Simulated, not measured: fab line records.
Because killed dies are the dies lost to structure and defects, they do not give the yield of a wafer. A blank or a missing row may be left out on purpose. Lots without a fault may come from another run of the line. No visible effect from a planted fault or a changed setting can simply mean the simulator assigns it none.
A struck lot beside a sound one + flow n5Finfet + 37 steps out of a route of 1938
Sound: the wafers L834.3, L834.5, L834.6. Struck: wafer L842.2; the same lot's L842.1 was not struck, so it is left out; see the end for the cause.
For every step that has rows: the tool of each side, followed by ch and its chambers, followed by its first start. Under that, the readings that differ: sound wafers + struck wafers + difference of the means + sigmas: that difference in standard deviations of wafers without a fault.
alike: words and numbers the same on both sides, and readings whose means are apart by under 2 such deviations; not compared: readings that were withheld, readings missing a value for some wafer, numbers with overlapping values and no deviation given by the record, and bounds like >300 which may hide the same value.
The two part at a step that has a row with sigmas, a row that says differs or no value, or rows on one side only. Numbers that have no deviation but don't overlap get no sigmas and don't part them. A reading missing from all wafers of one side parts the sides only when that side holds two or more wafers.

first, 9 steps without rows for these wafers: N5_BEOL_M12_PRE_CLEAN_42 (time 30 s); N5_BEOL_M12_SPUTTER_43 (material TaN, target thk 15 nm, time 24.19 s); N5_BEOL_M12_SPUTTER_44 (material Ta, target thk 10 nm, time 16.13 s); N5_BEOL_M12_SPUTTER_45 (material Cu, target thk 80 nm, time 13.33 s); N5_BEOL_M12_ECD_47 (material Cu, target thk 720 nm); N5_BEOL_M12_ANNEAL_48 (time 90 s); N5_BEOL_M12_CMP_49 (polishes, stops on SiOC, t overpolish 20.6 s, target thk 320 nm); N5_BEOL_M12_PRE_CLEAN_52 (time 15 s); N5_BEOL_M12_DEP_53 (deposits SiCN from 3MS/NH3, target thk 30 nm, time 10.5 s).
N5_BEOL_M13_ILD_DEP_00: deposits SiOC from DEMS/O2, target thk 837.92 nm, time 166.4 s.
  sound on pecvd-04 ch 1,2, day 15 19:06; struck on pecvd-04 ch 0, day 18 10:48
| reading                                      | sound             | struck | difference | sigmas |
|----------------------------------------------|-------------------|--------|------------|--------|
| runLengthS (s)                               | 210.9 211.0 211.8 | 238.1  | +26.9      | +57    |
| model.SiOC_of_BEOL_M13_ILD_DEP_00.thkNm (nm) | 823.6 850.2 843.4 | 976.6  | +137.5     |        |
  alike: heaterPowerW, showerheadPlenumPTorr, throttleValvePct
N5_BEOL_M13_THK_MEAS_01:
  sound: filmMetro-02 at day 15 19:15; struck: filmMetro-02 at day 18 10:57
| reading          | sound       | struck | difference | sigmas |
|------------------|-------------|--------|------------|--------|
| M13_ILD_THK (nm) | 823 851 843 | 976    | +137       | +12    |
then, 10 steps without rows for these wafers: N5_BEOL_M13_COAT_58 (time 60 s, resist thk 89 nm); N5_BEOL_M13_COAT_04 (resist thk 400 nm); N5_BEOL_M13_EBR_06; N5_BEOL_M13_SOFTBAKE_05 (time 60 s); N5_BEOL_M13_EXPOSE_07 (exposes mask V12); N5_BEOL_M13_PEB_08 (peb time 90 s); N5_BEOL_M13_DEVELOP_09 (develop time 45 s); N5_BEOL_M13_HARDBAKE_14 (time 120 s); N5_BEOL_M13_DESCUM_15 (chemistry O2, time 7.9 s); N5_BEOL_M13_ETCH_59 (etches BARC in N2/H2, target depth 89 nm, overetch 26.7 nm, time 67.9 s).
N5_BEOL_M13_VIA_ETCH_16: etches SiOC in C4F8/O2/Ar, target depth 921.7 nm.
  sound on rieDiel-05 ch 1,2, day 15 19:51; struck on rieDiel-01 ch 1, day 18 11:33
| reading                                   | sound             | struck | difference | sigmas |
|-------------------------------------------|-------------------|--------|------------|--------|
| drypumpMotorCurrentA (A)                  | 5.15 5.65 5.14    | 6.11   | +0.80      | +3     |
| model.etch.depthNm (nm)                   | 823.6 850.2 843.3 | 976.6  | +137.6     |        |
| model.coat_of_BEOL_M13_COAT_04.thkNm (nm) | 76 70 71          | 30.2   | -42.1      |        |
  alike: oesProductAu, rfVppV, showerheadPlenumPTorr, throttleValvePct
N5_BEOL_M13_STRIP_63: strips in N2/H2.
  sound on plasmaAsher-02 ch 0,1, day 15 20:07; struck on plasmaAsher-01 ch 0, day 18 11:47
| reading                  | sound             | struck | difference                   | sigmas |
|--------------------------|-------------------|--------|------------------------------|--------|
| oesProductAu (a.u.)      | 0.675 0.670 0.676 | 0.653  | -0.021                       | -4     |
| rfHoursCounterH (h)      | - - -             | 152    | no value on the sound wafers |        |
| stripTimeToEndpointS (s) | 29.4 27.7 28.0    | 15.2   | -13.2                        | -12    |
  alike: drypumpMotorCurrentA, heaterPowerW
then, 12 steps without rows for these wafers: N5_BEOL_M13_STRIP_64 (strips in N2/H2); N5_BEOL_M13_STRIP_71 (strips in post etch residue remover, time 60 s); N5_BEOL_M13_SRD_72 (time 30 s, dry time 30 s); N5_BEOL_M13_COAT_65 (time 60 s, resist thk 350 nm); N5_BEOL_M13_COAT_66 (time 60 s, resist thk 110 nm); N5_BEOL_M13_COAT_22 (resist thk 300 nm); N5_BEOL_M13_EBR_24; N5_BEOL_M13_SOFTBAKE_23 (time 60 s); N5_BEOL_M13_EXPOSE_25 (exposes mask M13, target cd 210 nm); N5_BEOL_M13_PEB_26 (peb time 90 s); N5_BEOL_M13_DEVELOP_27 (develop time 45 s); N5_BEOL_M13_HARDBAKE_32 (time 120 s).
N5_BEOL_M13_CMP_49: polishes, stops on SiOC, t overpolish 17.1 s, target thk 420 nm.
  sound on cmp-03 ch 0,2,3, day 16 03:13; struck on cmp-04 ch 2, day 18 15:34
| reading                                      | sound           | struck | difference | sigmas |
|----------------------------------------------|-----------------|--------|------------|--------|
| model.SiOC_of_BEOL_M13_ILD_DEP_00.thkNm (nm) | 765.8 794 785.6 | 921.2  | +139.4     |        |
  alike: headPressurePsi, motorCurrentA
N5_PASSIVATION_PROBE_49:
  sound: prober-01 at day 17 08:19; struck: prober-01 at day 20 05:53
| reading                 | sound          | struck | difference | sigmas |
|-------------------------|----------------|--------|------------|--------|
| defectLimitedYield (%)  | 88.3 89.0 86.7 | 92.5   | +4.5       | +3     |
| killedAtFrontEnd        | 62 39 70       | 26     | -31        | -3     |
| killedDies              | 138 130 157    | 89     | -53        | -3     |
| killedOpen              | 91 84 100      | 58     | -34        | -3     |
| sort_bin_5_function (%) | 7.1 6.4 6.9    | 4.5    | -2.3       | -2     |
| sort_bin_6_memory (%)   | 4.2 4.4 6.2    | 2.7    | -2.2       | -4     |
  alike: killed_at_M0_to_M3, killed_at_M4_up, killedAtContacts, killedAtOther, killedShort, sort_bin_4_leakage, sortNPass, sortYieldPct

## WHERE THEY PART
At N5_BEOL_M13_ILD_DEP_00 first; at N5_PASSIVATION_PROBE_49 last (within this record only).

WHY: what the simulator had put in
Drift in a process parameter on pecvd-04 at N5_BEOL_M13_ILD_DEP_00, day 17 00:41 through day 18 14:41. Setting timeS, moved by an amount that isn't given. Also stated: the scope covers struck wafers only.
